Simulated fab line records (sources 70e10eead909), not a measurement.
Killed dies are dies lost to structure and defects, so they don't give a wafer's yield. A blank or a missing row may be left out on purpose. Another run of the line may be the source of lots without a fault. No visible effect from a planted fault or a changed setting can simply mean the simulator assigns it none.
What tool caused it? || flow nand harc || 11 lots, 33 wafers sampled, at 5 steps of a route of 1159

WHAT EACH GAUGE READ, for each wafer
NHARC_END_SORT_01.
{"lot": "L520", "measured": "day 22 22:50", "on": "prober-02", "killed at array": "107 70 66"}
{"lot": "L524", "measured": "day 23 06:07", "on": "prober-02", "killed at array": "59 55 64"}

TOOL THAT RAN EACH LOT (tool first, then ch and the chambers of the sampled wafers, then the start)
{"lot": "L515", "NHARC_A_CHANNEL_FILL_D1_ALD_02": "ald hk-01 ch 2,3, day 8 22:22", "NHARC_A_SGD_CUT_DESCUM_14": "rie diel-07 ch 0,1, day 14 02:01", "NHARC_A_SGD_CUT_ETCH_15": "rie diel-07 ch 0,3, no start", "NHARC_A_SGD_CUT_STRIP_17": "rie diel-07 ch 0,2,3, no start"}
{"lot": "L517", "NHARC_A_CHANNEL_FILL_D1_ALD_02": "ald hk-04 ch 0,1,3, day 9 06:46", "NHARC_A_SGD_CUT_DESCUM_14": "rie diel-10 ch 1,2,3, day 14 02:31", "NHARC_A_SGD_CUT_ETCH_15": "rie diel-10 ch 0,1,3, no start", "NHARC_A_SGD_CUT_STRIP_17": "rie diel-10 ch 1,2,3, no start"}
{"lot": "L514", "NHARC_A_CHANNEL_FILL_D1_ALD_02": "ald hk-04 ch 2,3, day 9 07:16", "NHARC_A_SGD_CUT_DESCUM_14": "rie diel-10 ch 1,2,3, day 14 13:25", "NHARC_A_SGD_CUT_ETCH_15": "rie diel-10 ch 1,2, no start", "NHARC_A_SGD_CUT_STRIP_17": "rie diel-10 ch 1,2, no start"}
{"lot": "L518", "NHARC_A_CHANNEL_FILL_D1_ALD_02": "ald hk-03 ch 1,3, day 9 13:22", "NHARC_A_SGD_CUT_DESCUM_14": "rie diel-02 ch 0,3, day 14 14:16", "NHARC_A_SGD_CUT_ETCH_15": "rie diel-02 ch 1,2, no start", "NHARC_A_SGD_CUT_STRIP_17": "rie diel-02 ch 0,2,3, no start"}
{"lot": "L519", "NHARC_A_CHANNEL_FILL_D1_ALD_02": "ald hk-04 ch 0,1,3, day 9 14:26", "NHARC_A_SGD_CUT_DESCUM_14": "rie diel-07 ch 0,1,2, day 14 13:41", "NHARC_A_SGD_CUT_ETCH_15": "rie diel-07 ch 1,2,3, no start", "NHARC_A_SGD_CUT_STRIP_17": "rie diel-07 ch 0,2,3, no start"}
{"lot": "L520", "NHARC_A_CHANNEL_FILL_D1_ALD_02": "ald hk-04 ch 0,1,2, day 10 07:56", "NHARC_A_SGD_CUT_DESCUM_14": "rie diel-07 ch 1,2,3, day 16 11:44", "NHARC_A_SGD_CUT_ETCH_15": "rie diel-07 ch 1,2,3, day 22 22:50 or earlier", "NHARC_A_SGD_CUT_STRIP_17": "rie diel-07 ch 0,1,3, day 22 22:50 or earlier"}
{"lot": "L524", "NHARC_A_CHANNEL_FILL_D1_ALD_02": "ald hk-04 ch 0,1, day 10 17:08", "NHARC_A_SGD_CUT_DESCUM_14": "rie diel-02 ch 2,3, day 16 14:56", "NHARC_A_SGD_CUT_ETCH_15": "rie diel-02 ch 0,2, day 23 06:07 or earlier", "NHARC_A_SGD_CUT_STRIP_17": "rie diel-02 ch 0,2,3, day 23 06:07 or earlier"}
{"lot": "L533", "NHARC_A_CHANNEL_FILL_D1_ALD_02": "ald hk-03 ch 1,2, day 13 01:02", "NHARC_A_SGD_CUT_DESCUM_14": "rie diel-02 ch 1,3, day 17 23:13", "NHARC_A_SGD_CUT_ETCH_15": "rie diel-02 ch 2,3, no start", "NHARC_A_SGD_CUT_STRIP_17": "rie diel-02 ch 1,3, no start"}
{"lot": "L534", "NHARC_A_CHANNEL_FILL_D1_ALD_02": "ald hk-01 ch 0,1, day 13 11:49", "NHARC_A_SGD_CUT_DESCUM_14": "rie diel-02 ch 1,2,3, day 18 22:19", "NHARC_A_SGD_CUT_ETCH_15": "rie diel-02 ch 0,1, no start", "NHARC_A_SGD_CUT_STRIP_17": "rie diel-02 ch 0,1, no start"}
{"lot": "L536", "NHARC_A_CHANNEL_FILL_D1_ALD_02": "ald hk-04 ch 0,1,3, day 13 20:17", "NHARC_A_SGD_CUT_DESCUM_14": "rie diel-10 ch 0,1,2, day 19 10:20", "NHARC_A_SGD_CUT_ETCH_15": "rie diel-10 ch 1,2,3, no start", "NHARC_A_SGD_CUT_STRIP_17": "rie diel-10 ch 1,2,3, no start"}
{"lot": "L537", "NHARC_A_CHANNEL_FILL_D1_ALD_02": "ald hk-01 ch 2,3, day 14 08:12", "NHARC_A_SGD_CUT_DESCUM_14": "rie diel-10 ch 0,2,3, day 19 17:19", "NHARC_A_SGD_CUT_ETCH_15": "rie diel-10 ch 0,2, no start", "NHARC_A_SGD_CUT_STRIP_17": "rie diel-10 ch 2,3, no start"}
- NHARC_A_CHANNEL_FILL_D1_ALD_02: deposits SiO2, target thk 6 nm, pulse time 10 s, ald cycles 60.
- NHARC_A_SGD_CUT_DESCUM_14: chemistry O2, time 3 s.
- NHARC_A_SGD_CUT_ETCH_15: etches the open film in CH3F/O2, target depth 75 nm, time 64.3 s.
- NHARC_A_SGD_CUT_STRIP_17: strips in O2.

THE ANSWER, worked out from the rows above alone
Rule: the lots themselves supply what counts as usual. The widest of any qualifying gaps counts: lots, ordered by their means at a reading, are off when they make up no more than a third of the lots, leave a main group of 4 or more, and stand apart from it by 3 or more times the standard deviation of that group's means. A main group whose means are all the same, to the digits that the tables above print for the reading, isn't used. A lot without any number at a reading at which 4 lots or more have one is off too. All remaining lots with rows at the step are treated as sound.
None of the lots is off at any reading shown; this tells nothing.

WHAT WAS PUT IN BY THE SIMULATOR
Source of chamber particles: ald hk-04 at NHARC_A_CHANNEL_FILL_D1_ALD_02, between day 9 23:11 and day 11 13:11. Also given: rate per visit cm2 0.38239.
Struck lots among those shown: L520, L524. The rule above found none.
